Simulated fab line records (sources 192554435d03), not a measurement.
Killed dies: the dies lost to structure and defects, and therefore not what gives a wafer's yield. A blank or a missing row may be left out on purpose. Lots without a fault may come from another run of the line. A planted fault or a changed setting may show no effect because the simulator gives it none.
fab line records | flow n5Finfet
[record] lots = 5 wafers = 15 lastDay = 19
route steps=1938 shown BEOL_M6@1261 BEOL_M7@1263 PASSIVATION@1936
lots that met no fault: taken from a fault-free run of the same line
startH: the number of hours between the record's first day and the start of the first shown wafer of the lot | waitH: hours since the lot's step before | " repeats the value in the row above | L1.1+2: a single row standing in for several wafers | - no value present, or no start provided | * or withheld: withheld | < > ~ a bound
route shown NAME@n: names a module that has steps shown in the file, with the first one's number in the route | usual: mean/standard deviation of fault-free wafers | same: alike in all rows | chamber/n: place in a boat | sites: per-site readings | _std_site: standard deviation of those values | _edge_site: inner sites' mean taken away from outer sites' mean | radiusMm: for every site, how far away it sits from the centre of the wafer | mask NAME#n: copy n | behind: the most recent tool/chamber to have shaped the wafer | hold: what put the lot on hold/how long, in hours/how the hold closed | device: which transistor (n, p or np) failed to switch | end of line: the route-end tests of the same wafers | step lacking rows: just its recipe | killed: dies that structure and defects cost at the first sort, which is not the same as the wafer's yield | map: a wafer's dies, x killed, . not, _ none there
set.NAME: the run value of the setting; set.NAME@STEP: its run value at that earlier step | model.NAME: the simulator's own value behind a step, which no gauge read
lots at selected steps of the route; one table per step, one row per wafer
services: the hour from which a tool's chamber was out of use, counted from the record's first day as startH (under 0 if before that day), plus the number of hours and why
[[steps]]
[step N5_BEOL_M6_RS_MEAS_57]
[recipe] thkMeasGauge = four-point-probe reads = Cu_of_BEOL_M6_ECD_50+Co_of_BEOL_M6_CVD_78+TaN_of_BEOL_M6_ALD_77
[usual] M6_RS = 0.288/0.008
// columns lot.wafer tool chamber startH waitH M6_RS[ohm/sq]
L125.1 filmMetro-01 - 192.78 0.1 0.298
L125.3 " - " " 0.301
L125.6 " - " " 0.283
L128.3 filmMetro-02 - 203.88 0.1 0.284
L128.5 " - " " 0.291
L128.6 " - " " 0.268
L133.1 filmMetro-01 - 245.44 0.1 0.304
L133.3 " - " " 0.291
L133.4 " - " " 0.285
L147.2 filmMetro-02 - 351.44 0.1 0.270
L147.4 " - " " 0.282
L147.5 " - " " 0.284
L146.2 filmMetro-01 - 366.92 0.1 0.275
L146.5 " - " " 0.284
L146.6 " - " " 0.287
[step N5_BEOL_M7_ILD_DEP_00]
[recipe] material = SiCOH_lowk targetThkA = 1797.5 tempC = 300 precursor = DEMS/porogen pressureTorr = 5 rfW = 500 timeS = 33.4
[usual] heaterPowerW = 309/41 showerheadPlenumPTorr = 5.734/0.011 throttleValvePct = 13.5/0.57
// columns lot.wafer tool chamber startH waitH heaterPowerW showerheadPlenumPTorr throttleValvePct
L125.1 pecvd-03 1 192.84 0.0 258 5.738 13.4
L125.3 " 2 " " 342 5.734 12.9
L125.6 " 1 " " 272 5.743 13.3
L128.3 pecvd-03 0 203.96 0.1 320 5.732 14.0
L128.5 " 1 " " 272 5.730 13.3
L128.6 " 0 " " 325 5.724 14.2
L133.1 pecvd-02 2 245.51 0.0 290 5.743 12.8
L133.3 " 0 " " 305 5.746 14.2
L133.4 " 0 " " 306 5.718 14.0
L147.2 pecvd-04 1 351.50 0.0 399 5.756 13.3
L147.4 " 0 " " 361 5.727 13.9
L147.5 " 1 " " 413 5.735 13.5
L146.2 pecvd-02 2 366.98 0.0 289 5.735 13.0
L146.5 " 0 " " 352 5.728 14.1
L146.6 " 1 " " 274 5.751 13.6
[step N5_BEOL_M7_CURE_74]
[recipe] tempC = 385 timeS = 240 ambient = He/Ar material = SiCOH_lowk
[usual] lampPowerPct = 52.31/0.053 wafer_temp_C_max = 387.0/0.75
// columns lot.wafer tool chamber startH waitH lampPowerPct wafer_temp_C_max
L125.1 uvCure-01 1 192.91 0.0 52.25 385.9
L125.3 " 1 " " 52.37 385.7
L125.6 " 1 " " 52.26 385.9
L128.3 uvCure-01 1 204.19 0.2 52.33 386.3
L128.5 " 1 " " 52.40 386.2
L128.6 " 1 " " 52.37 386.0
L133.1 uvCure-01 0 245.57 0.0 52.32 386.9
L133.3 " 0 " " 52.30 386.9
L133.4 " 0 " " 52.31 387.1
L147.2 uvCure-02 2 351.65 0.1 52.37 386.1
L147.4 " 2 " " 52.36 386.6
L147.5 " 2 " " 52.24 386.2
L146.2 uvCure-01 1 367.13 0.1 52.28 386.2
L146.5 " 1 " " 52.32 385.8
L146.6 " 1 " " 52.36 385.6
[step N5_BEOL_M7_THK_MEAS_01]
[recipe] reads = SiCOH_lowk_of_BEOL_M7_ILD_DEP_00
[usual] M7_ILD_THK = 154.0/1.9
// columns lot.wafer tool chamber startH waitH M7_ILD_THK[nm]
L125.1 filmMetro-02 - 193.42 0.4 154.6
L125.3 " - " " 153.1
L125.6 " - " " 155.4
L128.3 filmMetro-02 - 204.54 0.3 156.3
L128.5 " - " " 155.4
L128.6 " - " " 153.9
L133.1 filmMetro-01 - 246.08 0.4 150.2
L133.3 " - " " 148.9
L133.4 " - " " 153.8
L147.2 filmMetro-01 - 352.08 0.4 151.7
L147.4 " - " " 154.4
L147.5 " - " " 156.6
L146.2 filmMetro-01 - 367.56 0.4 150.7
L146.5 " - " " 154.8
L146.6 " - " " 151.7
[step N5_BEOL_M7_PECVD_70]
[recipe] material = SiO2 targetThkA = 200 tempC = 400 precursor = TEOS/O2 pressureTorr = 5.5 rfW = 450 teosFlowSccm = 53.8 gas = O2 flowSccm = 3000 timeS = 22.7
[usual] heaterPowerW = 721/83 showerheadPlenumPTorr = 8.762/0.027 throttleValvePct = 21.8/1
// columns lot.wafer tool chamber startH waitH heaterPowerW showerheadPlenumPTorr throttleValvePct
L125.1 pecvd-04 2 193.46 0.0 688 8.766 20.7
L125.3 " 0 " " 813 8.805 22.6
L125.6 " 0 " " 797 8.769 22.4
L128.3 pecvd-03 1 204.60 0.1 604 8.759 21.6
L128.5 " 1 " " 599 8.778 22.0
L128.6 " 0 " " 739 8.758 23.1
L133.1 pecvd-03 1 246.12 0.0 663 8.786 21.6
L133.3 " 0 " " 734 8.753 23.4
L133.4 " 0 " " 722 8.753 23.3
L147.2 pecvd-04 0 352.12 0.0 805 8.761 22.4
L147.4 " 1 " " 794 8.783 21.5
L147.5 " 2 " " 752 8.742 21.2
L146.2 pecvd-02 1 367.60 0.0 578 8.746 22.2
L146.5 " 0 " " 716 8.763 22.7
L146.6 " 1 " " 582 8.733 22.3
[step N5_BEOL_M7_HM_DEP_02]
[recipe] material = TiN targetThkA = 200 tempC = 25 chamberPressurePa = 0.49996
[usual] chamberPressurePa = 0.4998/0.001 throttleValvePct = 29.5/1.2
// columns lot.wafer tool chamber startH waitH chamberPressurePa throttleValvePct
L125.1 pvdSputter-01 - 193.68 0.2 0.4997 31.6
L125.3 " - " " 0.5021 28.3
L125.6 " - " " 0.4991 28.4
L128.3 pvdSputter-01 - 205.85 1.2 0.5005 31.7
L128.5 " - " " 0.4993 31.5
L128.6 " - " " 0.4999 29.3
L133.1 pvdSputter-03 - 247.88 1.7 0.5020 28.9
L133.3 " - " " 0.5004 30.7
L133.4 " - " " 0.5005 28.2
L147.2 pvdSputter-02 - 353.59 1.5 0.4991 30.0
L147.4 " - " " 0.5009 29.7
L147.5 " - " " 0.5013 29.5
L146.2 pvdSputter-02 - 369.55 1.9 0.5005 29.6
L146.5 " - " " 0.4989 29.6
L146.6 " - " " 0.5015 29.5
[step N5_BEOL_M7_COAT_59]
[recipe] resist = SOC tempC = 250 timeS = 60 spinRpm = 1500 resistThkNm = 100
[step N5_BEOL_M7_COAT_60]
[recipe] resist = SiARC tempC = 220 timeS = 60 spinRpm = 1500 resistThkNm = 35
[step N5_BEOL_M7_COAT_05]
[recipe] resist = CAR-ArF spinRpm = 1500 resistThkNm = 90
[step N5_BEOL_M7_EBR_07]
[recipe] solvent = PGMEA ebrWidthMm = 1.5
[step N5_BEOL_M7_SOFTBAKE_06]
[recipe] tempC = 110 timeS = 60 resist = CAR-ArF
[step N5_BEOL_M7_EXPOSE_08]
[recipe] maskId = M7 na = 1.35 sourceShape = dipole sigmaInner = 0.817 sigmaOuter = 0.97 polarization = te doseMj = 68.25
[same] dipoleOpeningDeg = 35
// columns lot.wafer tool chamber startH waitH mask model.BEOL_M7.overlayXNm
L125.1+3+6 arfiScanner-03 0 193.92 - M7#0 -0.2
L128.3+5+6 arfiScanner-01 0 206.23 - M7#0 -0.2
L133.1+3+4 arfiScanner-03 0 248.12 - M7#0 0.8
L147.2+4+5 arfiScanner-01 0 353.96 - M7#0 0.2
L146.2+5+6 arfiScanner-01 0 369.82 - M7#0 0
[step N5_BEOL_M7_PEB_09]
[recipe] pebTempC = withheld pebTimeS = 60 resist = CAR-ArF
[step N5_PASSIVATION_PROBE_49]
[usual] defectLimitedYield = 91.0/1.3 killed_at_M0_to_M3 = 33/10 killed_at_M4_up = 14/5.6 killedAtContacts = 12/5.8 killedAtFrontEnd = 43/11 killedAtOther = 4.1/2.8 killedDies = 106/15 killedOpen = 70/12 killedShort = 34/7.5 sort_bin_5_function = 5.3/0.88 sort_bin_6_memory = 3.3/0.64 sort_bin_8_speed = 0.00/0.016 sortNPass = 1074/15 sortYieldPct = 91.0/1.3
[same] grossDies = 1180 killedAtBackSide = 0 sort_bin_4_leakage[%] = 0
// columns lot.wafer tool chamber startH waitH defectLimitedYield[%] killed_at_M0_to_M3 killed_at_M4_up killedAtContacts killedAtFrontEnd killedAtOther killedDies killedOpen killedShort sort_bin_5_function[%] sort_bin_6_memory[%] sort_bin_8_speed[%] sortNPass sortYieldPct[%]
L125.1 prober-02 - 283.71 0.2 91.0 38 15 16 35 2 106 78 27 5.6 3.2 0 1074 91.0
L125.3 prober-02 - 283.81 0.3 92.1 33 11 5 42 2 93 66 22 5.3 2.1 0 1087 92.1
L125.6 prober-02 - 283.96 0.4 91.7 37 13 8 39 1 98 61 34 4.3 3.3 0 1082 91.7
L128.3 prober-02 - 293.27 0.1 90.9 35 6 23 42 1 107 67 39 5.8 3.1 0 1073 90.9
L128.5 prober-02 - 293.37 0.2 90.4 52 13 12 35 1 113 72 40 5.9 3.1 0 1067 90.4
L128.6 prober-02 - 293.42 0.3 90.8 54 9 10 33 2 108 83 24 5.1 3.9 0.08 1071 90.8
L133.1 prober-02 - 338.36 0.0 89.3 61 16 6 41 2 126 87 39 6.9 3.3 0 1054 89.3
L133.3 prober-02 - 338.46 0.1 78.8 184 9 4 46 7 250 83 33 13.6 4.9 0 930 78.8
L133.4 prober-02 - 338.51 0.2 90.8 47 9 7 43 2 108 70 38 6.0 3.0 0 1072 90.8
L146.2 prober-01 - 450.01 0.1 90.8 45 7 8 37 11 108 68 35 5.2 3.5 0 1072 90.8
L146.5 prober-01 - 450.16 0.2 91.0 28 17 13 35 13 106 66 35 4.9 3.6 0 1074 91.0
L146.6 prober-01 - 450.21 0.3 91.4 36 8 12 36 9 101 60 38 4.5 3.2 0 1079 91.4
// killed by level:class
L125.1 MOL_CONTACT_COAG:geometricParticle:open=12 FIN_SAQP:geometricParticle:open=10 BEOL_M4:geometricParticle:open=10 BEOL_M1:geometricParticle:open=9 BEOL_M0_SAQP:geometricParticle:open=8 BEOL_M2:geometricParticle:open=8 BEOL_M0_SAQP:geometricParticle:short=6 FIN_SAQP:geometricParticle:short=5
L125.3 FIN_SAQP:geometricParticle:open=12 FIN_SAQP:geometricParticle:short=9 BEOL_M0_SAQP:geometricParticle:open=9 BEOL_M2:geometricParticle:open=9 BEOL_M4:geometricParticle:open=7 STI_FIN_REVEAL:geometricParticle:open=5 BEOL_M0_SAQP:geometricParticle:short=5 BEOL_M1:geometricParticle:open=5
L125.6 BEOL_M0_SAQP:geometricParticle:short=9 BEOL_M4:geometricParticle:open=9 BEOL_M0_SAQP:geometricParticle:open=8 FIN_SAQP:geometricParticle:open=7 STI_FIN_REVEAL:geometricParticle:open=7 MOL_CONTACT_COAG:geometricParticle:open=6 BEOL_M3:geometricParticle:open=5 BEOL_M2:geometricParticle:open=5
L128.3 MOL_CONTACT_COAG:geometricParticle:open=16 STI_FIN_REVEAL:geometricParticle:open=15 BEOL_M0_SAQP:geometricParticle:open=11 STI_FIN_REVEAL:geometricParticle:short=10 BEOL_M0_SAQP:geometricParticle:short=8 MOL_CONTACT_COAG:geometricParticle:short=7 BEOL_M2:geometricParticle:open=7 BEOL_M1:geometricParticle:open=5
L128.5 BEOL_M0_SAQP:geometricParticle:short=11 BEOL_M2:geometricParticle:open=11 GATE_CUT:geometricParticle:short=10 BEOL_M1:geometricParticle:open=10 MOL_CONTACT_COAG:geometricParticle:open=9 STI_FIN_REVEAL:geometricParticle:open=8 BEOL_M0_SAQP:geometricParticle:open=5 BEOL_M3:geometricParticle:open=5
L128.6 BEOL_M0_SAQP:geometricParticle:open=15 BEOL_M2:geometricParticle:open=15 MOL_CONTACT_COAG:geometricParticle:open=10 FIN_SAQP:geometricParticle:open=7 BEOL_M1:geometricParticle:open=7 GATE_CUT:geometricParticle:open=5 BEOL_M0_SAQP:geometricParticle:short=5 BEOL_M0:geometricParticle:open=5
L133.1 BEOL_M2:geometricParticle:open=20 BEOL_M0_SAQP:geometricParticle:short=15 BEOL_M0_SAQP:geometricParticle:open=12 FIN_SAQP:geometricParticle:open=9 FIN_SAQP:geometricParticle:short=8 GATE_CUT:geometricParticle:open=7 BEOL_M4:geometricParticle:open=7 STI_FIN_REVEAL:geometricParticle:open=5
L133.3 BEOL_M1:unspecified=134 BEOL_M0_SAQP:geometricParticle:open=13 FIN_SAQP:geometricParticle:open=12 DUMMY_GATE:geometricParticle:open=11 BEOL_M3:geometricParticle:open=11 BEOL_M2:geometricParticle:open=8 BEOL_M0_SAQP:geometricParticle:short=6 DUMMY_GATE:geometricParticle:short=5
L133.4 BEOL_M2:geometricParticle:open=11 FIN_SAQP:geometricParticle:short=10 BEOL_M0_SAQP:geometricParticle:open=10 FIN_SAQP:geometricParticle:open=9 BEOL_M0_SAQP:geometricParticle:short=9 MOL_CONTACT_COAG:geometricParticle:open=6 DUMMY_GATE:geometricParticle:open=5 STARTING-WAFER:geometricParticle:open=5
L146.2 FIN_SAQP:geometricParticle:open=14 BEOL_M0_SAQP:geometricParticle:open=10 BEOL_M2:geometricParticle:open=8 STI_FIN_REVEAL:geometricParticle:open=7 MOL_CONTACT_COAG:geometricParticle:open=6 BEOL_M0_SAQP:geometricParticle:short=6 BEOL_M1:geometricParticle:open=6 BEOL_M2:geometricParticle:short=6
L146.5 MOL_CONTACT_COAG:geometricParticle:open=9 STI_FIN_REVEAL:geometricParticle:open=9 BEOL_M1:geometricParticle:open=8 FIN_SAQP:geometricParticle:open=6 BEOL_M0_SAQP:geometricParticle:open=5 STARTING-WAFER:geometricParticle:short=5 MOL_CONTACT_COAG:geometricParticle:short=4 BEOL_M2:geometricParticle:open=4
L146.6 MOL_CONTACT_COAG:geometricParticle:open=10 STI_FIN_REVEAL:geometricParticle:open=9 BEOL_M3:geometricParticle:open=7 BEOL_M2:geometricParticle:open=7 BEOL_M0_SAQP:geometricParticle:short=5 BEOL_M1:geometricParticle:open=5 FIN_SAQP:geometricParticle:open=4 GATE_CUT:geometricParticle:short=4
[[services]]
// columns tool chamber startH hours kind
arfiScanner-01 - 169.67 1.3 pm
arfiScanner-03 - 175.97 1.3 pm
arfiScanner-01 - 177.58 1.0 pm
uvCure-01 - 185.57 2.5 repair
pecvd-03 0 230.99 13.4 repair
arfiScanner-01 - 244.48 0.8 pm
arfiScanner-03 - 246.01 0.8 pm
arfiScanner-03 - 253.68 1.0 pm
arfiScanner-01 - 262.28 1.0 pm
uvCure-01 - 284.76 2.1 pm
pecvd-04 - 285.39 1.9 repair
arfiScanner-01 - 295.17 1.3 pm
arfiScanner-03 - 301.47 1.3 pm
pvdSputter-02 - 302.85 7.1 repair
arfiScanner-01 - 303.45 1.2 repair
arfiScanner-03 - 304.06 1.6 repair
pecvd-02 - 309.21 0.3 repair
pecvd-02 2 319.24 2.2 repair
pecvd-03 2 336.06 4.2 repair
arfiScanner-01 - 346.58 1.0 pm
arfiScanner-01 - 349.39 0.8 pm
uvCure-01 - 350.32 7.5 pm
arfiScanner-01 - 351.27 0.8 repair
pecvd-03 0 363.33 5.6 repair
[[key]]
firstSign none at tools or gauges
[modelEffect] step = N5_BEOL_M7_EXPOSE_08 value = BEOL_M7.overlayXNm without = -1 struck = 0.8
metAt N5_BEOL_M7_EXPOSE_08
struckWafers L133.1,L133.3,L133.4
onsetBetween 193.92 248.12
alsoFits N5_BEOL_M7_PECVD_70:pecvd-03,N5_BEOL_M7_HM_DEP_02:pvdSputter-03
[earlierFault] kind = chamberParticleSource tool = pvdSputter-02 chamber = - onsetH = 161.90 steps = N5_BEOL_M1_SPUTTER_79 ratePerVisitCm2 = 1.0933 scope = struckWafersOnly
[fault] kind = scannerMatchingOverlay tool = arfiScanner-03 chamber = - onsetH = 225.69 steps = N5_BEOL_M7_EXPOSE_08 offset = 1.806
